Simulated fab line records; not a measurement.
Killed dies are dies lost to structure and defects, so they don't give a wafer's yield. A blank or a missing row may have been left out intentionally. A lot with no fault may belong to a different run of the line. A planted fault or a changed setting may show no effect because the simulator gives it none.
Problem report, 8D (eight disciplines) form, completed by code || flow n5Finfet || the parts of the form that need people (team, actions taken, sign-off) are left out

1. PROBLEM STATEMENT
biasW at N5_BEOL_M9_ETCH_65 reads a mean of 45.47 W on 1 wafer of 1 lot; wafers without a fault read 36.01 W with a standard deviation of 0.11. Relative to the usual mean, that is a shift of +86 standard deviations.
The step: etches SiARC in CF4, target depth 15.6 nm, time 26 s.
First observed at day 16 12:49: wafer L349.4, on rieDiel-03. Wafers with a number at this step in the record: 33, from 11 lots. Rule for "out", or "out of limits": more than 4 standard deviations from the usual mean. All remaining wafers that have a number are taken as sound.

2. WHAT IT IS AND WHAT IT IS NOT
{"question": "which readings at this step", "is": "biasW, etchRfOnTimeS, rfVppV", "is not": "drypumpMotorCurrentA, mfcArSccm, oesProductAu, showerheadPlenumPTorr, throttleValvePct"}
{"question": "which lots", "is": "L349", "is not": "L330, L332, L335, L336, L338, L340, L341, L350, L351, L353"}
{"question": "which wafers of those lots", "is": "L349.4", "is not": "L349.3, L349.5"}
{"question": "read on which tools", "is": "rieDiel-03", "is not": "rieDiel-02, rieDiel-06"}
{"question": "when", "is": "from day 16 12:49", "is not": "up to then (23 sound wafers); but 9 sound wafers of L350, L351, L353 came after"}

3. SUSPECTS, AND WHAT RULES EACH OUT
Counting: any tool at a process step up to the reading remains a suspect provided it ran every lot that is out. Sound lots after the first of them don't rule it out here, since some wafers of a struck lot are sound.
- rieDiel-03 at N5_BEOL_M9_ETCH_65 (etches SiARC in CF4, target depth 15.6 nm, time 26 s): kept. L349, the lot that is out, went through it at day 16 12:49; up to then, the latest sound lot through it was L340 at day 14 18:06. On those wafers its own readings are out: biasW, etchRfOnTimeS, rfVppV.
- In rieDiel-03 at N5_BEOL_M9_ETCH_65, the wafers that are out were processed in chamber 2 and their sound lot-mates in chambers 0, 1.
Left after counting: rieDiel-03 at N5_BEOL_M9_ETCH_65.

4. THE CAUSE (what the simulator had put in)
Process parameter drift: rieDiel-03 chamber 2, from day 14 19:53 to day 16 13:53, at N5_BEOL_M9_ETCH_65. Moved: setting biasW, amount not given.
After counting, this tool was the only one left.

5. THE CHAIN OF EFFECTS, in route order
One row per reading whose mean, taken over the struck wafers that have a number, lies over 3 standard deviations from the usual. Readings are gone through only where the record gives a usual standard deviation; hours: the median, over the lots, of the time from a lot's start at the first step in this table giving one to that lot's start at this step; sigmas: the change measured in usual standard deviations.
{"hours": 0, "step": "N5_BEOL_M9_ETCH_65", "reading": "biasW", "usual": "36.01 W", "on struck wafers": 45.47, "change": "+9.46", "sigmas": "+86"}
{"hours": 0, "step": "N5_BEOL_M9_ETCH_65", "reading": "etchRfOnTimeS", "usual": "26.0 s", "on struck wafers": 24.0, "change": -2.0, "sigmas": -5.3}
{"hours": 0, "step": "N5_BEOL_M9_ETCH_65", "reading": "rfVppV", "usual": "184.1 V", "on struck wafers": 214.8, "change": "+30.7", "sigmas": "+24"}
The process steps in it:
- N5_BEOL_M9_ETCH_65: etches SiARC in CF4, target depth 15.6 nm, time 26 s.

6. HOW IT WOULD HAVE BEEN CAUGHT EARLIER
The fault began at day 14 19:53; the first out-of-limits reading in this record came at day 16 12:49, 41 hours later.
